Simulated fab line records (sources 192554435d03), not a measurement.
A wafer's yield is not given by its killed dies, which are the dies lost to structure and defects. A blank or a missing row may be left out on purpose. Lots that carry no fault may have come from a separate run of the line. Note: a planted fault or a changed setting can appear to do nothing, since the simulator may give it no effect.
Chamber matching || flow n5_finfet || N5_HKMG_FIN_ALD_71 on ald_metal-01 has 4 sister chambers
The step deposits TiN, target thk 1 nm, pulse time 1 s, purge time 3 s. 4 wafers are shown with their chamber, then 9 later ones without.

== WAFERS PAIRED WITH THEIR CHAMBERS ==
{"wafer": "L080.4", "chamber": 3, "heater_power_w (W)": 852}
{"wafer": "L084.6", "chamber": 1, "heater_power_w (W)": 972}
{"wafer": "L089.2", "chamber": 2, "heater_power_w (W)": 1024}
{"wafer": "L089.5", "chamber": 0, "heater_power_w (W)": 845}

== WAFERS WITH NO CHAMBER GIVEN ==
{"wafer": "L091.1", "heater_power_w (W)": 847}
{"wafer": "L091.5", "heater_power_w (W)": 826}
{"wafer": "L091.6", "heater_power_w (W)": 1027}
{"wafer": "L092.1", "heater_power_w (W)": 829}
{"wafer": "L092.3", "heater_power_w (W)": 1001}
{"wafer": "L092.4", "heater_power_w (W)": 829}
{"wafer": "L097.2", "heater_power_w (W)": 817}
{"wafer": "L097.5", "heater_power_w (W)": 858}
{"wafer": "L097.6", "heater_power_w (W)": 977}

== WHICH CHAMBER EACH ONE RAN IN ==
{"wafer": "L091.1", "from the rows above": "can't be placed: 0 or 3", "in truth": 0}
{"wafer": "L091.5", "from the rows above": "can't be placed: 0 or 3", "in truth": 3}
{"wafer": "L091.6", "from the rows above": 2, "in truth": 2}
{"wafer": "L092.1", "from the rows above": "can't be placed: 0 or 3", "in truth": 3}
{"wafer": "L092.3", "from the rows above": "can't be placed: 2 or 1", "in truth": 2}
{"wafer": "L092.4", "from the rows above": "can't be placed: 0 or 3", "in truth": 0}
{"wafer": "L097.2", "from the rows above": "can't be placed: 0 or 3", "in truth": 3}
{"wafer": "L097.5", "from the rows above": "can't be placed: 3 or 0", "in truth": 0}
{"wafer": "L097.6", "from the rows above": 1, "in truth": 1}
Correct placement for 2 of the 9. Unplaceable from these rows: 7, with the true chamber sitting among the candidates in 7. Wrongly placed: 0.
How it was worked out, from the rows above alone: a wafer's distance from a chamber is the root of the sum, over the readings, of the square of ((its reading less the chamber's mean) divided by the reading's scatter). If the next closest chamber is less than 2 further off than the closest, the wafer can't be placed; otherwise it belongs to the closest. The mean given for a chamber averages the wafers shown for that chamber. The scatter (one wafer shown for each chamber): square how far every hidden wafer sits from the nearest shown wafer, average those squares and take the square root.
